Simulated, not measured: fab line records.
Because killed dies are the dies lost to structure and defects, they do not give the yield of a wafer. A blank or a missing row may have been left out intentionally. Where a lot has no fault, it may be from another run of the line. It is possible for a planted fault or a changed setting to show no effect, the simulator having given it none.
fab line records -- flow n5Finfet
record lots=24, wafers=72, lastDay=20
route steps=1938 shown BEOL_M2@908 BEOL_M3@946
lots untouched by any fault: they come from a run of this same line in which no faults occurred
startH: start of the lot's first displayed wafer, in hours after the record's first day -- waitH: time in hours since the lot's previous step -- " unchanged from the row above -- L1.1+2: one row covering several wafers at once -- - no value present, or no start provided -- * or withheld: withheld -- < > ~ a bound
route shown NAME@n: names a module that has steps shown in the file, with the first one's number in the route -- usual: mean/standard deviation taken from wafers without a fault -- same: alike in all rows -- chamber/n: place in a boat -- sites: each site's reading -- _std_site: the standard deviation of these -- _edge_site: inner sites' mean taken away from outer sites' mean -- radiusMm: for every site, how far away it sits from the centre of the wafer -- mask NAME#n: copy n -- behind: the tool/chamber that last shaped the wafer -- hold: what put the lot on hold/how long, in hours/how the hold closed -- device: transistor that didn't switch, given as n, p or np -- end of line: at the end of the route, the tests of the same wafers -- a step without rows: its recipe alone -- killed: dies lost to structure and defects at the first sort, not the wafer's yield -- map: shows each die of a wafer: x if killed, . if not, _ if none is there
set.NAME: the setting that was run; set.NAME@STEP: the one run at that earlier step -- model.NAME: the simulator's own value behind a step, which no gauge read
a sample of lots followed through the steps of the route, with each step as a table and each wafer as a row
services: from which hour (startH, from the record's first day; less than 0 if before it) a tool's chamber was out of use, for how many hours, and why
## steps
# step N5_BEOL_M2_SPUTTER_81
# recipe material=Cu, targetThkA=45, tempC=-20, chamberPressurePa=0.07, powerW=withheld, timeS=8.29
# usual throttleValvePct=29.6/1.4
lot.wafer,tool,chamber,startH,waitH,throttleValvePct
L074.1,pvdSputter-01,-,157.69,0.1,29.8
L074.2,pvdSputter-01,-,157.69,0.1,28.8
L074.5,pvdSputter-01,-,157.69,0.1,29.5
L075.1,pvdSputter-03,-,171.81,0.1,27.5
L075.5,pvdSputter-03,-,171.81,0.1,32.3
L075.6,pvdSputter-03,-,171.81,0.1,28.2
L076.2,pvdSputter-03,-,175.49,0.1,32.3
L076.3,pvdSputter-03,-,175.49,0.1,27.6
L076.5,pvdSputter-03,-,175.49,0.1,27.4
L077.1,pvdSputter-01,-,191.80,0.1,29.9
L077.4,pvdSputter-01,-,191.80,0.1,28.9
L077.5,pvdSputter-01,-,191.80,0.1,30.8
L078.1,pvdSputter-02,-,192.05,0.1,27.1
L078.5,pvdSputter-02,-,192.05,0.1,31.0
L078.6,pvdSputter-02,-,192.05,0.1,29.4
L079.1,pvdSputter-03,-,199.05,0.1,27.4
L079.4,pvdSputter-03,-,199.05,0.1,32.1
L079.5,pvdSputter-03,-,199.05,0.1,28.5
L080.1,pvdSputter-01,-,202.27,0.1,28.6
L080.5,pvdSputter-01,-,202.27,0.1,29.1
L080.6,pvdSputter-01,-,202.27,0.1,29.7
L081.4,pvdSputter-01,-,205.29,0.1,29.4
L081.5,pvdSputter-01,-,205.29,0.1,29.8
L081.6,pvdSputter-01,-,205.29,0.1,30.6
L082.2,pvdSputter-02,-,207.51,0.1,31.2
L082.4,pvdSputter-02,-,207.51,0.1,27.2
L082.5,pvdSputter-02,-,207.51,0.1,27.2
L083.4,pvdSputter-02,-,214.78,0.1,26.7
L083.5,pvdSputter-02,-,214.78,0.1,29.3
L083.6,pvdSputter-02,-,214.78,0.1,31.3
L086.2,pvdSputter-01,-,221.35,0.1,29.1
L086.4,pvdSputter-01,-,221.35,0.1,29.6
L086.6,pvdSputter-01,-,221.35,0.1,29.6
L084.1,pvdSputter-02,-,224.43,0.1,29.5
L084.2,pvdSputter-02,-,224.43,0.1,27.3
L084.4,pvdSputter-02,-,224.43,0.1,31.2
L085.2,pvdSputter-02,-,226.27,0.1,31.1
L085.3,pvdSputter-02,-,226.27,0.1,27.1
L085.5,pvdSputter-02,-,226.27,0.1,27.2
L087.3,pvdSputter-01,-,243.70,0.1,28.8
L087.4,pvdSputter-01,-,243.70,0.1,29.3
L087.6,pvdSputter-01,-,243.70,0.1,29.7
L088.4,pvdSputter-01,-,245.54,0.1,30.8
L088.5,pvdSputter-01,-,245.54,0.1,29.7
L088.6,pvdSputter-01,-,245.54,0.1,30.8
L089.1,pvdSputter-02,-,246.94,0.1,29.3
L089.3,pvdSputter-02,-,246.94,0.1,31.2
L089.4,pvdSputter-02,-,246.94,0.1,31.1
L091.2,pvdSputter-01,-,262.08,0.1,29.7
L091.4,pvdSputter-01,-,262.08,0.1,30.6
L091.5,pvdSputter-01,-,262.08,0.1,29.2
L092.2,pvdSputter-03,-,273.30,0.1,29.6
L092.4,pvdSputter-03,-,273.30,0.1,32.4
L092.6,pvdSputter-03,-,273.30,0.1,32.1
L093.1,pvdSputter-02,-,273.50,0.1,31.2
L093.4,pvdSputter-02,-,273.50,0.1,27.1
L093.5,pvdSputter-02,-,273.50,0.1,29.2
L094.1,pvdSputter-02,-,290.70,0.1,31.3
L094.2,pvdSputter-02,-,290.70,0.1,31.1
L094.4,pvdSputter-02,-,290.70,0.1,29.1
L090.2,pvdSputter-01,-,291.47,0.1,29.0
L090.4,pvdSputter-01,-,291.47,0.1,30.8
L090.6,pvdSputter-01,-,291.47,0.1,29.6
L095.3,pvdSputter-03,-,292.30,0.1,28.6
L095.4,pvdSputter-03,-,292.30,0.1,32.3
L095.6,pvdSputter-03,-,292.30,0.1,28.3
L096.2,pvdSputter-02,-,305.25,0.1,27.2
L096.4,pvdSputter-02,-,305.25,0.1,29.3
L096.6,pvdSputter-02,-,305.25,0.1,31.2
L097.1,pvdSputter-01,-,309.98,0.1,30.0
L097.2,pvdSputter-01,-,309.98,0.1,30.6
L097.6,pvdSputter-01,-,309.98,0.1,30.0
# step N5_BEOL_M2_SPUTTER_86
# recipe material=Cu, targetThkA=45, tempC=-20, chamberPressurePa=0.07, powerW=withheld, timeS=8.29
# usual throttleValvePct=29.6/1.4
lot.wafer,tool,chamber,startH,waitH,throttleValvePct
L074.1,pvdSputter-01,-,157.91,0.1,29.7
L074.2,pvdSputter-01,-,157.91,0.1,28.9
L074.5,pvdSputter-01,-,157.91,0.1,29.5
L075.1,pvdSputter-03,-,172.03,0.1,27.2
L075.5,pvdSputter-03,-,172.03,0.1,32.4
L075.6,pvdSputter-03,-,172.03,0.1,28.3
L076.2,pvdSputter-03,-,175.71,0.1,32.3
L076.3,pvdSputter-03,-,175.71,0.1,27.5
L076.5,pvdSputter-03,-,175.71,0.1,27.2
L077.1,pvdSputter-01,-,192.02,0.1,29.8
L077.4,pvdSputter-01,-,192.02,0.1,29.3
L077.5,pvdSputter-01,-,192.02,0.1,30.8
L078.1,pvdSputter-02,-,192.27,0.1,27.3
L078.5,pvdSputter-02,-,192.27,0.1,31.4
L078.6,pvdSputter-02,-,192.27,0.1,29.3
L079.1,pvdSputter-03,-,199.27,0.1,27.3
L079.4,pvdSputter-03,-,199.27,0.1,32.3
L079.5,pvdSputter-03,-,199.27,0.1,28.2
L080.1,pvdSputter-01,-,202.49,0.1,28.9
L080.5,pvdSputter-01,-,202.49,0.1,28.9
L080.6,pvdSputter-01,-,202.49,0.1,29.8
L081.4,pvdSputter-01,-,205.51,0.1,29.2
L081.5,pvdSputter-01,-,205.51,0.1,29.8
L081.6,pvdSputter-01,-,205.51,0.1,30.6
L082.2,pvdSputter-02,-,207.73,0.1,31.1
L082.4,pvdSputter-02,-,207.73,0.1,27.2
L082.5,pvdSputter-02,-,207.73,0.1,27.1
L083.4,pvdSputter-02,-,215.00,0.1,27.3
L083.5,pvdSputter-02,-,215.00,0.1,29.6
L083.6,pvdSputter-02,-,215.00,0.1,31.0
L086.2,pvdSputter-01,-,221.57,0.1,29.0
L086.4,pvdSputter-01,-,221.57,0.1,29.5
L086.6,pvdSputter-01,-,221.57,0.1,30.1
L084.1,pvdSputter-02,-,224.65,0.1,29.4
L084.2,pvdSputter-02,-,224.65,0.1,27.1
L084.4,pvdSputter-02,-,224.65,0.1,31.1
L085.2,pvdSputter-02,-,226.49,0.1,31.3
L085.3,pvdSputter-02,-,226.49,0.1,26.8
L085.5,pvdSputter-02,-,226.49,0.1,27.2
L087.3,pvdSputter-01,-,243.92,0.1,28.9
L087.4,pvdSputter-01,-,243.92,0.1,29.5
L087.6,pvdSputter-01,-,243.92,0.1,29.6
L088.4,pvdSputter-01,-,245.76,0.1,30.8
L088.5,pvdSputter-01,-,245.76,0.1,29.9
L088.6,pvdSputter-01,-,245.76,0.1,31.0
L089.1,pvdSputter-02,-,247.16,0.1,29.5
L089.3,pvdSputter-02,-,247.16,0.1,31.0
L089.4,pvdSputter-02,-,247.16,0.1,31.2
L091.2,pvdSputter-01,-,262.30,0.1,29.5
L091.4,pvdSputter-01,-,262.30,0.1,30.3
L091.5,pvdSputter-01,-,262.30,0.1,29.2
L092.2,pvdSputter-03,-,273.52,0.1,29.7
L092.4,pvdSputter-03,-,273.52,0.1,32.3
L092.6,pvdSputter-03,-,273.52,0.1,32.3
L093.1,pvdSputter-02,-,273.72,0.1,31.3
L093.4,pvdSputter-02,-,273.72,0.1,27.2
L093.5,pvdSputter-02,-,273.72,0.1,29.2
L094.1,pvdSputter-02,-,290.92,0.1,31.7
L094.2,pvdSputter-02,-,290.92,0.1,31.4
L094.4,pvdSputter-02,-,290.92,0.1,29.2
L090.2,pvdSputter-01,-,291.69,0.1,28.8
L090.4,pvdSputter-01,-,291.69,0.1,30.9
L090.6,pvdSputter-01,-,291.69,0.1,29.7
L095.3,pvdSputter-03,-,292.52,0.1,28.2
L095.4,pvdSputter-03,-,292.52,0.1,32.6
L095.6,pvdSputter-03,-,292.52,0.1,28.4
L096.2,pvdSputter-02,-,305.47,0.1,27.2
L096.4,pvdSputter-02,-,305.47,0.1,29.3
L096.6,pvdSputter-02,-,305.47,0.1,31.1
L097.1,pvdSputter-01,-,310.20,0.1,29.7
L097.2,pvdSputter-01,-,310.20,0.1,30.7
L097.6,pvdSputter-01,-,310.20,0.1,29.6
# step N5_BEOL_M2_SPUTTER_90
# recipe material=Cu, targetThkA=45, tempC=-20, chamberPressurePa=0.07, powerW=withheld, timeS=8.29
# usual throttleValvePct=29.6/1.4
lot.wafer,tool,chamber,startH,waitH,throttleValvePct
L074.1,pvdSputter-01,-,158.35,0.1,29.5
L074.2,pvdSputter-01,-,158.35,0.1,28.7
L074.5,pvdSputter-01,-,158.35,0.1,30.1
L075.1,pvdSputter-03,-,172.47,0.1,27.3
L075.5,pvdSputter-03,-,172.47,0.1,32.2
L075.6,pvdSputter-03,-,172.47,0.1,28.5
L076.2,pvdSputter-03,-,176.15,0.1,32.5
L076.3,pvdSputter-03,-,176.15,0.1,27.2
L076.5,pvdSputter-03,-,176.15,0.1,27.2
L077.1,pvdSputter-01,-,192.46,0.1,29.8
L077.4,pvdSputter-01,-,192.46,0.1,29.1
L077.5,pvdSputter-01,-,192.46,0.1,30.7
L078.1,pvdSputter-02,-,192.71,0.1,27.2
L078.5,pvdSputter-02,-,192.71,0.1,31.1
L078.6,pvdSputter-02,-,192.71,0.1,29.4
L079.1,pvdSputter-03,-,199.71,0.1,27.5
L079.4,pvdSputter-03,-,199.71,0.1,32.4
L079.5,pvdSputter-03,-,199.71,0.1,28.6
L080.1,pvdSputter-01,-,202.93,0.1,28.5
L080.5,pvdSputter-01,-,202.93,0.1,29.1
L080.6,pvdSputter-01,-,202.93,0.1,29.7
L081.4,pvdSputter-01,-,205.95,0.1,29.2
L081.5,pvdSputter-01,-,205.95,0.1,29.9
L081.6,pvdSputter-01,-,205.95,0.1,30.9
L082.2,pvdSputter-02,-,208.17,0.1,31.3
L082.4,pvdSputter-02,-,208.17,0.1,27.2
L082.5,pvdSputter-02,-,208.17,0.1,26.9
L083.4,pvdSputter-02,-,215.44,0.1,27.3
L083.5,pvdSputter-02,-,215.44,0.1,29.5
L083.6,pvdSputter-02,-,215.44,0.1,31.4
L086.2,pvdSputter-01,-,222.01,0.1,29.0
L086.4,pvdSputter-01,-,222.01,0.1,29.9
L086.6,pvdSputter-01,-,222.01,0.1,29.7
L084.1,pvdSputter-02,-,225.09,0.1,29.2
L084.2,pvdSputter-02,-,225.09,0.1,26.9
L084.4,pvdSputter-02,-,225.09,0.1,31.1
L085.2,pvdSputter-02,-,226.93,0.1,31.2
L085.3,pvdSputter-02,-,226.93,0.1,27.2
L085.5,pvdSputter-02,-,226.93,0.1,27.4
L087.3,pvdSputter-01,-,244.36,0.1,28.8
L087.4,pvdSputter-01,-,244.36,0.1,29.1
L087.6,pvdSputter-01,-,244.36,0.1,29.5
L088.4,pvdSputter-01,-,246.20,0.1,31.0
L088.5,pvdSputter-01,-,246.20,0.1,29.5
L088.6,pvdSputter-01,-,246.20,0.1,30.8
L089.1,pvdSputter-02,-,247.60,0.1,29.5
L089.3,pvdSputter-02,-,247.60,0.1,31.3
L089.4,pvdSputter-02,-,247.60,0.1,31.0
L091.2,pvdSputter-01,-,262.74,0.1,30.0
L091.4,pvdSputter-01,-,262.74,0.1,30.8
L091.5,pvdSputter-01,-,262.74,0.1,28.9
L092.2,pvdSputter-03,-,273.96,0.1,29.6
L092.4,pvdSputter-03,-,273.96,0.1,32.4
L092.6,pvdSputter-03,-,273.96,0.1,32.3
L093.1,pvdSputter-02,-,274.16,0.1,31.1
L093.4,pvdSputter-02,-,274.16,0.1,27.0
L093.5,pvdSputter-02,-,274.16,0.1,29.2
L094.1,pvdSputter-02,-,291.36,0.1,31.1
L094.2,pvdSputter-02,-,291.36,0.1,31.2
L094.4,pvdSputter-02,-,291.36,0.1,29.3
L090.2,pvdSputter-01,-,292.13,0.1,29.1
L090.4,pvdSputter-01,-,292.13,0.1,30.8
L090.6,pvdSputter-01,-,292.13,0.1,29.8
L095.3,pvdSputter-03,-,292.96,0.1,28.5
L095.4,pvdSputter-03,-,292.96,0.1,32.6
L095.6,pvdSputter-03,-,292.96,0.1,28.6
L096.2,pvdSputter-02,-,305.91,0.1,27.1
L096.4,pvdSputter-02,-,305.91,0.1,29.2
L096.6,pvdSputter-02,-,305.91,0.1,31.0
L097.1,pvdSputter-01,-,310.64,0.1,29.8
L097.2,pvdSputter-01,-,310.64,0.1,30.4
L097.6,pvdSputter-01,-,310.64,0.1,29.6
# step N5_BEOL_M2_ANNEAL_51
# recipe tempC=225, timeS=90, ambient=N2
# usual wafer_temp_C_max=225.91/0.29
lot.wafer,tool,chamber,startH,waitH,wafer_temp_C_max
L074.1,rtpAnneal-02,0,159.21,0.1,226.05
L074.2,rtpAnneal-02,0,159.21,0.1,225.84
L074.5,rtpAnneal-02,0,159.21,0.1,225.62
L075.1,rtpAnneal-01,0,173.33,0.1,226.43
L075.5,rtpAnneal-01,0,173.33,0.1,226.01
L075.6,rtpAnneal-01,0,173.33,0.1,226.47
L076.2,rtpAnneal-01,0,177.05,0.1,225.81
L076.3,rtpAnneal-01,0,177.05,0.1,226.19
L076.5,rtpAnneal-01,0,177.05,0.1,225.97
L077.1,rtpAnneal-01,0,193.32,0.1,226.30
L077.4,rtpAnneal-01,0,193.32,0.1,226.04
L077.5,rtpAnneal-01,0,193.32,0.1,226.09
L078.1,rtpAnneal-02,0,193.57,0.1,225.94
L078.5,rtpAnneal-02,0,193.57,0.1,226.07
L078.6,rtpAnneal-02,0,193.57,0.1,226.03
L079.1,rtpAnneal-01,0,200.57,0.1,225.43
L079.4,rtpAnneal-01,0,200.57,0.1,225.93
L079.5,rtpAnneal-01,0,200.57,0.1,225.43
L080.1,rtpAnneal-01,0,203.90,0.2,226.50
L080.5,rtpAnneal-01,0,203.90,0.2,225.86
L080.6,rtpAnneal-01,0,203.90,0.2,226.27
L081.4,rtpAnneal-01,0,206.94,0.2,226.64
L081.5,rtpAnneal-01,0,206.94,0.2,226.05
L081.6,rtpAnneal-01,0,206.94,0.2,226.16
L082.2,rtpAnneal-01,0,209.07,0.1,225.94
L082.4,rtpAnneal-01,0,209.07,0.1,225.81
L082.5,rtpAnneal-01,0,209.07,0.1,226.02
L083.4,rtpAnneal-01,0,216.43,0.2,226.24
L083.5,rtpAnneal-01,0,216.43,0.2,225.83
L083.6,rtpAnneal-01,0,216.43,0.2,226.07
L086.2,rtpAnneal-02,0,222.91,0.1,226.19
L086.4,rtpAnneal-02,0,222.91,0.1,226.08
L086.6,rtpAnneal-02,0,222.91,0.1,225.98
L084.1,rtpAnneal-01,0,225.95,0.1,226.38
L084.2,rtpAnneal-01,0,225.95,0.1,226.53
L084.4,rtpAnneal-01,0,225.95,0.1,226.06
L085.2,rtpAnneal-01,0,227.83,0.1,225.89
L085.3,rtpAnneal-01,0,227.83,0.1,225.94
L085.5,rtpAnneal-01,0,227.83,0.1,226.25
L087.3,rtpAnneal-01,0,245.30,0.1,226.13
L087.4,rtpAnneal-01,0,245.30,0.1,226.16
L087.6,rtpAnneal-01,0,245.30,0.1,226.20
L088.4,rtpAnneal-02,0,247.25,0.2,225.93
L088.5,rtpAnneal-02,0,247.25,0.2,226.11
L088.6,rtpAnneal-02,0,247.25,0.2,225.84
L089.1,rtpAnneal-02,0,248.45,0.1,225.78
L089.3,rtpAnneal-02,0,248.45,0.1,226.04
L089.4,rtpAnneal-02,0,248.45,0.1,225.74
L091.2,rtpAnneal-02,0,263.64,0.1,225.86
L091.4,rtpAnneal-02,0,263.64,0.1,225.75
L091.5,rtpAnneal-02,0,263.64,0.1,225.87
L092.2,rtpAnneal-02,0,274.86,0.1,225.67
L092.4,rtpAnneal-02,0,274.86,0.1,225.67
L092.6,rtpAnneal-02,0,274.86,0.1,225.45
L093.1,rtpAnneal-01,0,275.15,0.1,225.69
L093.4,rtpAnneal-01,0,275.15,0.1,226.13
L093.5,rtpAnneal-01,0,275.15,0.1,225.77
L094.1,rtpAnneal-01,0,292.22,0.1,226.21
L094.2,rtpAnneal-01,0,292.22,0.1,226.07
L094.4,rtpAnneal-01,0,292.22,0.1,225.86
L090.2,rtpAnneal-02,0,293.05,0.1,225.85
L090.4,rtpAnneal-02,0,293.05,0.1,225.94
L090.6,rtpAnneal-02,0,293.05,0.1,225.80
L095.3,rtpAnneal-02,0,293.90,0.1,225.45
L095.4,rtpAnneal-02,0,293.90,0.1,225.34
L095.6,rtpAnneal-02,0,293.90,0.1,225.68
L096.2,rtpAnneal-02,0,306.82,0.1,225.18
L096.4,rtpAnneal-02,0,306.82,0.1,225.69
L096.6,rtpAnneal-02,0,306.82,0.1,226.04
L097.1,rtpAnneal-02,0,311.91,0.5,225.71
L097.2,rtpAnneal-02,0,311.91,0.5,225.18
L097.6,rtpAnneal-02,0,311.91,0.5,225.59
# step N5_BEOL_M3_INSPECT_13
# recipe mode=adi, inspectInstrument=brightfield
# usual rawDefectCount=486/110
lot.wafer,tool,chamber,startH,waitH,rawDefectCount
L074.1,defectInspect-01,-,163.27,0.1,413
L074.2,defectInspect-01,-,163.27,0.1,351
L074.5,defectInspect-01,-,163.27,0.1,362
L075.1,defectInspect-01,-,175.68,0.1,606
L075.5,defectInspect-01,-,175.68,0.1,626
L075.6,defectInspect-01,-,175.68,0.1,569
L076.2,defectInspect-02,-,179.82,0.0,458
L076.3,defectInspect-02,-,179.82,0.0,479
L076.5,defectInspect-02,-,179.82,0.0,453
L077.1,defectInspect-01,-,195.28,0.1,423
L077.4,defectInspect-01,-,195.28,0.1,464
L077.5,defectInspect-01,-,195.28,0.1,466
L078.1,defectInspect-02,-,197.37,0.1,708
L078.5,defectInspect-02,-,197.37,0.1,586
L078.6,defectInspect-02,-,197.37,0.1,638
L079.1,defectInspect-02,-,204.29,0.1,332
L079.4,defectInspect-02,-,204.29,0.1,470
L079.5,defectInspect-02,-,204.29,0.1,372
L080.1,defectInspect-02,-,209.47,0.1,592
L080.5,defectInspect-02,-,209.47,0.1,384
L080.6,defectInspect-02,-,209.47,0.1,408
L081.4,defectInspect-02,-,210.05,0.0,562
L081.5,defectInspect-02,-,210.05,0.0,500
L081.6,defectInspect-02,-,210.05,0.0,525
L082.2,defectInspect-01,-,211.21,0.0,417
L082.4,defectInspect-01,-,211.21,0.0,522
L082.5,defectInspect-01,-,211.21,0.0,515
L083.4,defectInspect-01,-,220.11,0.0,491
L083.5,defectInspect-01,-,220.11,0.0,476
L083.6,defectInspect-01,-,220.11,0.0,333
L086.2,defectInspect-01,-,227.15,0.0,614
L086.4,defectInspect-01,-,227.15,0.0,589
L086.6,defectInspect-01,-,227.15,0.0,602
L084.1,defectInspect-01,-,228.27,0.1,344
L084.2,defectInspect-01,-,228.27,0.1,537
L084.4,defectInspect-01,-,228.27,0.1,711
L085.2,defectInspect-01,-,229.70,0.0,401
L085.3,defectInspect-01,-,229.70,0.0,531
L085.5,defectInspect-01,-,229.70,0.0,469
L087.3,defectInspect-01,-,248.82,0.0,505
L087.4,defectInspect-01,-,248.82,0.0,478
L087.6,defectInspect-01,-,248.82,0.0,370
L088.4,defectInspect-01,-,249.36,0.0,344
L088.5,defectInspect-01,-,249.36,0.0,268
L088.6,defectInspect-01,-,249.36,0.0,394
L089.1,defectInspect-01,-,250.22,0.1,433
L089.3,defectInspect-01,-,250.22,0.1,419
L089.4,defectInspect-01,-,250.22,0.1,537
L091.2,defectInspect-02,-,265.67,0.0,589
L091.4,defectInspect-02,-,265.67,0.0,447
L091.5,defectInspect-02,-,265.67,0.0,791
L092.2,defectInspect-01,-,278.58,0.0,513
L092.4,defectInspect-01,-,278.58,0.0,380
L092.6,defectInspect-01,-,278.58,0.0,413
L093.1,defectInspect-02,-,279.10,0.1,405
L093.4,defectInspect-02,-,279.10,0.1,321
L093.5,defectInspect-02,-,279.10,0.1,368
L094.1,defectInspect-01,-,294.37,0.1,752
L094.2,defectInspect-01,-,294.37,0.1,676
L094.4,defectInspect-01,-,294.37,0.1,601
L090.2,defectInspect-02,-,297.42,0.0,522
L090.4,defectInspect-02,-,297.42,0.0,420
L090.6,defectInspect-02,-,297.42,0.0,462
L095.3,defectInspect-01,-,297.71,0.0,692
L095.4,defectInspect-01,-,297.71,0.0,369
L095.6,defectInspect-01,-,297.71,0.0,411
L096.2,defectInspect-02,-,308.64,0.0,715
L096.4,defectInspect-02,-,308.64,0.0,436
L096.6,defectInspect-02,-,308.64,0.0,612
L097.1,defectInspect-02,-,314.56,0.1,376
L097.2,defectInspect-02,-,314.56,0.1,306
L097.6,defectInspect-02,-,314.56,0.1,460
# step N5_BEOL_M3_STRIP_19
# recipe chemistry=O2, powerW=400, tempC=40, pressureMtorr=30, rfFrequencyHz=6e+07, biasPowerW=0, overashFraction=0.2, o2FlowSccm=225
# usual drypumpMotorCurrentA=5.7/0.45, oesProductAu=0.83/0.09, rfVppV=3.7/0.49, showerheadPlenumPTorr=2.12/0.082, throttleValvePct=16.60/0.22
lot.wafer,tool,chamber,startH,waitH,drypumpMotorCurrentA,oesProductAu,rfHoursCounterH,rfVppV,showerheadPlenumPTorr,throttleValvePct
L074.1,rieDiel-01,2,164.15,0.3,6.0,0.69,249,3.7,1.98,16.66
L074.2,rieDiel-01,3,164.15,0.3,5.4,0.73,181,3.3,2.18,16.90
L074.5,rieDiel-01,3,164.15,0.3,5.4,0.74,-,3.3,2.18,16.91
L075.1,rieDiel-02,2,176.07,0.1,5.4,1.00,2,4.8,2.15,16.42
L075.5,rieDiel-02,3,176.07,0.1,6.1,0.85,-,4.1,2.13,16.34
L075.6,rieDiel-02,2,176.07,0.1,5.4,1.00,-,3.8,2.15,16.42
L076.2,rieDiel-02,3,180.21,0.1,6.2,0.85,77,4.2,2.13,16.34
L076.3,rieDiel-02,2,180.21,0.1,5.4,0.99,3,4.3,2.15,16.43
L076.5,rieDiel-02,1,180.21,0.1,4.9,0.94,-,3.6,2.05,16.36
L077.1,rieDiel-04,1,195.67,0.1,5.5,0.77,142,3.8,2.09,16.56
L077.4,rieDiel-04,2,195.67,0.1,6.0,0.70,226,3.6,2.16,16.65
L077.5,rieDiel-04,3,195.67,0.1,6.4,0.79,-,4.3,1.93,16.51
L078.1,rieDiel-04,2,197.89,0.2,5.9,0.69,227,3.2,2.16,16.66
L078.5,rieDiel-04,1,197.89,0.2,5.5,0.76,-,3.8,2.09,16.57
L078.6,rieDiel-04,0,197.89,0.2,5.1,0.83,-,4.0,2.03,16.69
L079.1,rieDiel-01,3,204.69,0.1,5.4,0.71,196,4.0,2.17,16.94
L079.4,rieDiel-01,3,204.69,0.1,5.4,0.72,-,3.5,2.17,16.95
L079.5,rieDiel-01,1,204.69,0.1,5.8,0.91,-,3.4,2.23,16.65
L080.1,rieDiel-02,3,209.96,0.2,6.1,0.85,88,3.2,2.13,16.35
L080.5,rieDiel-02,3,209.96,0.2,6.1,0.83,-,3.4,2.13,16.35
L080.6,rieDiel-02,2,209.96,0.2,5.4,0.96,-,4.1,2.15,16.44
L081.4,rieDiel-02,2,210.44,0.1,5.4,0.95,13,3.8,2.15,16.46
L081.5,rieDiel-02,1,210.44,0.1,4.9,0.91,-,3.9,2.05,16.37
L081.6,rieDiel-02,2,210.44,0.1,5.4,0.95,-,3.4,2.15,16.44
L082.2,rieDiel-02,3,211.69,0.1,6.2,0.84,88,3.6,2.13,16.35
L082.4,rieDiel-02,2,211.69,0.1,5.4,0.95,13,3.2,2.15,16.44
L082.5,rieDiel-02,0,211.69,0.1,5.6,0.91,-,3.0,2.14,16.74
L083.4,rieDiel-02,1,220.70,0.1,4.9,0.90,-,5.2,2.04,16.39
L083.5,rieDiel-02,0,220.70,0.1,5.6,0.90,-,3.2,2.14,16.74
L083.6,rieDiel-02,2,220.70,0.1,5.3,0.94,-,3.9,2.15,16.45
L086.2,rieDiel-02,1,227.54,0.1,4.9,0.89,30,3.5,2.04,16.39
L086.4,rieDiel-02,0,227.54,0.1,5.6,0.90,29,3.8,2.14,16.75
L086.6,rieDiel-02,3,227.54,0.1,6.1,0.84,-,3.7,2.12,16.37
L084.1,rieDiel-02,2,228.79,0.2,5.4,0.94,20,3.6,2.14,16.45
L084.2,rieDiel-02,0,228.79,0.2,5.6,0.90,29,2.4,2.14,16.76
L084.4,rieDiel-02,3,228.79,0.2,6.2,0.83,92,3.4,2.12,16.37
L085.2,rieDiel-02,2,230.09,0.1,5.4,0.94,20,4.3,2.14,16.45
L085.3,rieDiel-02,3,230.09,0.1,6.2,0.83,93,3.7,2.12,16.37
L085.5,rieDiel-02,0,230.09,0.1,5.6,0.89,-,4.0,2.14,16.76
L087.3,rieDiel-01,2,249.21,0.1,6.0,0.94,12,3.2,2.24,16.21
L087.4,rieDiel-01,0,249.21,0.1,6.1,0.72,200,3.1,2.17,16.81
L087.6,rieDiel-01,3,249.21,0.1,5.4,0.71,-,3.2,2.17,16.98
L088.4,rieDiel-01,0,249.87,0.1,6.1,0.72,200,4.5,2.17,16.80
L088.5,rieDiel-01,1,249.87,0.1,5.8,0.88,-,3.0,2.22,16.72
L088.6,rieDiel-01,2,249.87,0.1,6.0,0.93,-,3.0,2.24,16.21
L089.1,rieDiel-04,2,250.61,0.1,6.0,0.67,243,4.7,2.15,16.68
L089.3,rieDiel-04,3,250.61,0.1,6.4,0.76,141,3.5,1.93,16.54
L089.4,rieDiel-04,0,250.61,0.1,5.1,0.80,80,3.6,2.02,16.71
L091.2,rieDiel-04,1,266.15,0.1,5.5,0.74,163,4.2,2.09,16.60
L091.4,rieDiel-04,0,266.15,0.1,5.1,0.80,85,3.7,2.02,16.72
L091.5,rieDiel-04,3,266.15,0.1,6.4,0.76,-,4.0,1.92,16.54
L092.2,rieDiel-04,0,278.98,0.1,5.1,0.80,88,4.9,2.02,16.71
L092.4,rieDiel-04,3,278.98,0.1,6.4,0.76,-,4.2,1.92,16.55
L092.6,rieDiel-04,0,278.98,0.1,5.1,0.80,-,2.9,2.02,16.72
L093.1,rieDiel-01,2,279.59,0.2,6.0,0.91,21,4.2,2.23,16.22
L093.4,rieDiel-01,3,279.59,0.2,5.4,0.71,215,3.3,2.16,16.97
L093.5,rieDiel-01,3,279.59,0.2,5.4,0.71,-,4.2,2.16,16.99
L094.1,rieDiel-04,3,294.77,0.1,6.4,0.76,156,3.4,1.92,16.58
L094.2,rieDiel-04,1,294.77,0.1,5.5,0.74,171,2.9,2.08,16.62
L094.4,rieDiel-04,0,294.77,0.1,5.1,0.79,-,3.2,2.02,16.72
L090.2,rieDiel-01,0,298.17,0.2,6.1,0.71,214,3.6,2.16,16.82
L090.4,rieDiel-01,3,298.17,0.2,5.4,0.71,221,3.7,2.16,17.00
L090.6,rieDiel-01,2,298.17,0.2,6.1,0.90,-,3.3,2.23,16.24
L095.3,rieDiel-01,0,298.51,0.1,6.1,0.70,215,3.1,2.16,16.84
L095.4,rieDiel-01,1,298.51,0.1,5.8,0.86,56,3.5,2.22,16.73
L095.6,rieDiel-01,1,298.51,0.1,5.8,0.86,-,3.8,2.22,16.75
L096.2,rieDiel-01,2,309.03,0.1,6.0,0.89,32,3.4,2.23,16.26
L096.4,rieDiel-01,1,309.03,0.1,5.8,0.85,61,3.2,2.21,16.77
L096.6,rieDiel-01,3,309.03,0.1,5.4,0.69,-,3.2,2.16,17.01
L097.1,rieDiel-01,3,315.10,0.2,5.4,0.70,227,3.6,2.16,17.01
L097.2,rieDiel-01,0,315.10,0.2,6.1,0.70,220,3.0,2.16,16.85
L097.6,rieDiel-01,0,315.10,0.2,6.1,0.71,-,4.1,2.16,16.84
## services
tool,chamber,startH,hours,kind
rieDiel-02,2,145.12,-,clean
rieDiel-02,2,145.12,-,consumableReplace:focusRing
rieDiel-02,-,153.92,15.6,pm
rieDiel-01,2,178.02,2.6,repair
rieDiel-04,1,187.68,4.9,repair
rieDiel-01,2,195.10,8.9,repair
rieDiel-02,3,218.90,6.0,repair
rieDiel-02,3,241.30,2.1,repair
rieDiel-04,2,277.44,9.6,repair
rieDiel-04,1,286.58,5.8,repair
rieDiel-04,2,292.62,-,clean
rieDiel-04,2,292.62,-,consumableReplace:focusRing
rieDiel-04,2,292.62,17.2,scheduledDown
rieDiel-04,2,292.62,17.2,ventCycle
rieDiel-01,-,296.25,0.3,repair
## key
fault none
